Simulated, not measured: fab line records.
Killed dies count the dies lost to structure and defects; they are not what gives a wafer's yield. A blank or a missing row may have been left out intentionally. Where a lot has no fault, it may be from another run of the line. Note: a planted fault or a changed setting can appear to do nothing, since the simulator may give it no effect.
Split-lot study    flow n5-finfet    on a route of 1938 steps: 7 lots, 21 wafers read

ABOUT THE SPLIT
At N5_BEOL_M11_EXPOSE_08 (exposes mask M11), the setting dose-mj was moved away from the recipe's 53.75 on 4 of the 21 wafers read, by -5.1% to +3.2%. All remaining wafers had this setting at the recipe value.

FROM THE SPLIT TO THE READING: what the file shows between them, 16 steps
- N5_BEOL_M11_PEB_09: peb time 60 s
- N5_BEOL_M11_DEVELOP_10: develop time 30 s
- N5_BEOL_M11_CD_MEAS_11: target cd 64.1 nm
- N5_BEOL_M11_DESCUM_16: chemistry O2, time 7.9 s
- N5_BEOL_M11_ETCH_61: etches SiARC in CF4, target depth 39 nm, time 65 s
- N5_BEOL_M11_ETCH_62: etches SOC in N2/H2, target depth 110 nm, overetch 22 nm, time 165 s (also split here: time-s)
- N5_BEOL_M11_STRIP_68: strips in N2/H2
- N5_BEOL_M11_STRIP_67: strips in CF4
- N5_BEOL_M11_HM_OPEN_17: chemistry Cl2/BCl3, target TiN, target depth 20 nm, overetch 6 nm
- N5_BEOL_M11_STRIP_19: strips in O2
- N5_BEOL_M11_CD_MEAS_18: pitch 140 nm, target cd 70 nm
- N5_BEOL_M11_VIA_ETCH_34: etches SiCOH lowk in C4F6/O2, target depth 184.5 nm, time 69.2 s (also split here: time-s)
- N5_BEOL_M11_ETCH_41: etches SiCN in CH3F/O2, target depth 42.6 nm, time 86 s (also split here: time-s)
- N5_BEOL_M11_STRIP_77: strips in N2/H2, time 10 s
- N5_BEOL_M11_PRECLEAN_42: cleans in residue remover, time 60 s
- N5_BEOL_M11_SRD_43: time 30 s

THE READING
cd-nm at N5_BEOL_M11_CD_MEAS_35, given in nm (cd target 70 nm). Fault-free wafers of this fab line usually give 70.0 nm, standard deviation 0.6 nm.

wafer   tool, chamber at the split  dose-mj as run  against the recipe  cd-nm, nm  against lot-mates on the recipe
L076.1  arfi-scanner-03, 0          53.75           recipe              70.2       -
L076.3  arfi-scanner-03, 0          53.75           recipe              70.4       -
L076.5  arfi-scanner-03, 0          53.75           recipe              69.6       -
L077.1  arfi-scanner-02, 0          53.75           recipe              70.2       -
L077.2  arfi-scanner-02, 0          53.75           recipe              71.1       -
L077.6  arfi-scanner-02, 0          53.75           recipe              70.6       -
L082.2  arfi-scanner-03, 0          53.75           recipe              69.5       -
L082.3  arfi-scanner-03, 0          53.75           recipe              69.4       -
L082.5  arfi-scanner-03, 0          53.75           recipe              69.0       -
L079.4  arfi-scanner-02, 0          53.75           recipe              69.0       -
L079.5  arfi-scanner-02, 0          51.98           -3.3%               68.8       -0.7
L079.6  arfi-scanner-02, 0          53.75           recipe              70.0       -
L081.1  arfi-scanner-03, 0          53.75           recipe              69.5       -
L081.5  arfi-scanner-03, 0          53.75           recipe              69.1       -
L081.6  arfi-scanner-03, 0          55.49           +3.2%               70.8       +1.5
L087.1  arfi-scanner-02, 0          53.75           recipe              70.6       -
L087.2  arfi-scanner-02, 0          51.77           -3.7%               68.2       -2.2
L087.4  arfi-scanner-02, 0          53.75           recipe              70.2       -
L086.1  arfi-scanner-02, 0          50.99           -5.1%               67.7       -3.1
L086.2  arfi-scanner-02, 0          53.75           recipe              70.4       -
L086.4  arfi-scanner-02, 0          53.75           recipe              71.2       -

FIT RESULTS
A straight line over all 21 wafers: cd-nm changes by +0.401 nm for each +1% of dose-mj; r = +0.73; the points scatter about the line by 0.65 nm.
The same after taking each lot's own level away (the mean of its wafers on the recipe; 21 wafers): +0.509 nm for each +1%; r = +0.91; scatter 0.41 nm.
That fit puts the effect of the largest move of dose-mj on the reading at 2.6 nm.
Measured against the standard deviation above, the lots' own levels, which go from 69.30 to 70.80 nm, span 2.5 times it.
So the lot-to-lot level blurs the effect unless lot-mates are compared.
Check: for one of the wafers moved furthest among these (-5.1%), held out of the fit, the line's prediction against its lot-mates is -2.24 nm. Against them it came out at -3.1 nm.

THE OTHER SPLITS THESE WAFERS WENT THROUGH
Note: prior to the reading, these wafers also went through further splits. Each is held against what the fit with the lots' levels taken away leaves over:
other split on the same wafers  wafers away from the commonest value  r with cd-nm (lot level and that fit taken away)
N5_BEOL_M8_COAT_22 spin-rpm     6                                     -0.06
N5_BEOL_M9_ETCH_65 bias-w       9                                     -0.14
N5_BEOL_M9_ETCH_66 time-s       8                                     -0.18
N5_BEOL_M11_ETCH_62 time-s      6                                     +0.06
N5_BEOL_M11_VIA_ETCH_34 time-s  8                                     -0.16
N5_BEOL_M11_ETCH_41 time-s      4                                     +0.40

THE WHOLE CHAIN: every reading that the file lists as answering this split, in the file's order
step                    what it does                                                          reading                                                                 change (the file's fit)                r (the file's)
N5_BEOL_M11_CD_MEAS_11  target cd 64.1 nm                                                     cd-nm                                                                   +0.551 nm for each +1% of the setting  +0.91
N5_BEOL_M11_ETCH_61     etches SiARC in CF4, target depth 39 nm, time 65 s                    BEOL_M11.cd-offset-nm (the simulator's own value, which no gauge read)  +0.508 nm for each +1% of the setting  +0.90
N5_BEOL_M11_ETCH_62     etches SOC in N2/H2, target depth 110 nm, overetch 22 nm, time 165 s  BEOL_M11.cd-offset-nm (the simulator's own value, which no gauge read)  +0.454 nm for each +1% of the setting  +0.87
N5_BEOL_M11_HM_OPEN_17  chemistry Cl2/BCl3, target TiN, target depth 20 nm, overetch 6 nm     BEOL_M11.cd-offset-nm (the simulator's own value, which no gauge read)  +0.468 nm for each +1% of the setting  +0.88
N5_BEOL_M11_CD_MEAS_18  pitch 140 nm, target cd 70 nm                                         cd-nm                                                                   +0.469 nm for each +1% of the setting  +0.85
N5_BEOL_M11_CD_MEAS_35  target cd 70 nm                                                       cd-nm                                                                   +0.508 nm for each +1% of the setting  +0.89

FILE'S OWN FIT
cd-nm changes by +0.508 nm for each +1% of dose-mj, r = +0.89.
